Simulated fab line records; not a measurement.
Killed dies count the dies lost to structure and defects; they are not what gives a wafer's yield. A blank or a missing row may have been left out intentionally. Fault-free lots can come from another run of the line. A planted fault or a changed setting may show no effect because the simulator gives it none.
Chamber matching    flow n5_finfet    N5_BEOL_M10_ETCH_65 on rie_diel-04: 4 sister chambers
The step etches SiARC in CF4, target depth 39 nm, time 65 s. 8 wafers are shown with their chamber, then 7 later ones without.

== WAFERS WITH THEIR CHAMBER ==
wafer   chamber  showerhead_plenum_p_Torr (Torr)  oes_product_au (a.u.)
L075.3  3        2.18                             0.60
L074.4  3        2.18                             0.60
L076.2  1        2.09                             0.71
L078.1  2        2.07                             0.75
L078.2  1        2.09                             0.71
L078.6  0        2.16                             0.70
L082.1  2        2.06                             0.74
L082.3  0        2.16                             0.70

== WAFERS WITHOUT THEIR CHAMBER ==
wafer   showerhead_plenum_p_Torr (Torr)  oes_product_au (a.u.)
L082.4  2.09                             0.69
L089.3  2.08                             0.68
L089.4  2.17                             0.79
L089.6  2.15                             0.68
L093.1  2.06                             0.71
L093.3  2.17                             0.78
L093.4  2.15                             0.68

== WHICH CHAMBER EACH ONE RAN IN ==
wafer    from the rows above       in truth
L082.4   1                         1
L089.3   1                         1
L089.4   0                         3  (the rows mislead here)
L089.6   0                         0
L093.1   can't be placed: 1 or 2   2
L093.3   0                         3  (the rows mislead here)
L093.4   0                         0
Correctly placed: 4 of 7. Unplaceable from these rows: 1, with the true chamber sitting among the candidates in 1. 2 placed wrongly.
How it was worked out, from the rows above alone: a wafer's distance from a chamber is the root of the sum, over the readings, of the square of ((its reading less the chamber's mean) divided by the reading's scatter). If the next closest chamber is less than 2 further off than the closest, the wafer can't be placed; otherwise it belongs to the closest. Each chamber's mean is taken over the wafers shown for it. How the scatter is found: for the shown wafers, subtract from each reading the mean of its chamber, square and add these, divide the total by (wafers less chambers), then take the root.
